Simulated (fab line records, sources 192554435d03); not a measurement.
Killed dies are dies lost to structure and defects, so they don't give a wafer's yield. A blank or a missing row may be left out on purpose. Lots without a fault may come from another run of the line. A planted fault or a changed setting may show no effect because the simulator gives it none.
Chamber matching | flow n5_finfet | N5_BEOL_M5_CMP_52 on cmp-03: 4 sister chambers
The step polishes, stops on SiCOH lowk, t overpolish 6.9 s, target thk 62 nm. 4 wafers are shown with their chamber, then 9 later ones without.

WAFERS WITH THEIR CHAMBER
wafer  | chamber | motor_current_A (A)
L082.6 | 1       | 5.6
L086.2 | 0       | 5.3
L086.3 | 3       | 5.8
L086.6 | 2       | 5.5

WAFERS WITHOUT THEIR CHAMBER
wafer  | motor_current_A (A)
L092.2 | 5.3
L092.3 | 5.5
L092.4 | 5.6
L093.1 | 5.7
L093.2 | 5.3
L093.5 | 6.1
L095.1 | 5.4
L095.3 | 5.5
L095.4 | 5.8

WHICH CHAMBER EACH WENT THROUGH
wafer  | from the rows above          | in truth
L092.2 | can't be placed: 0 or 2      | 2
L092.3 | can't be placed: 2 or 1 or 0 | 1
L092.4 | can't be placed: 1 or 2 or 3 | 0
L093.1 | can't be placed: 3 or 1 or 2 | 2
L093.2 | can't be placed: 0 or 2      | 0
L093.5 | can't be placed: 3 or 1      | 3
L095.1 | can't be placed: 2 or 0 or 1 | 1
L095.3 | can't be placed: 2 or 1 or 0 | 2
L095.4 | can't be placed: 3 or 1      | 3
Placed correctly: 0 of 9. Can't be placed from these rows: 9 (the true chamber is among the candidates in 8). Placed wrongly: 0.
How it was worked out, from the rows above alone: a wafer's distance from a chamber is the root of the sum, over the readings, of the square of ((its reading less the chamber's mean) divided by the reading's scatter). The wafer belongs to the nearest chamber; if the next one is less than 2 further off, it can't be placed. A chamber's mean is the mean of its shown wafers. The scatter: with one shown wafer a chamber, the root of the mean of the squares of how far each hidden wafer lies from its nearest shown one.
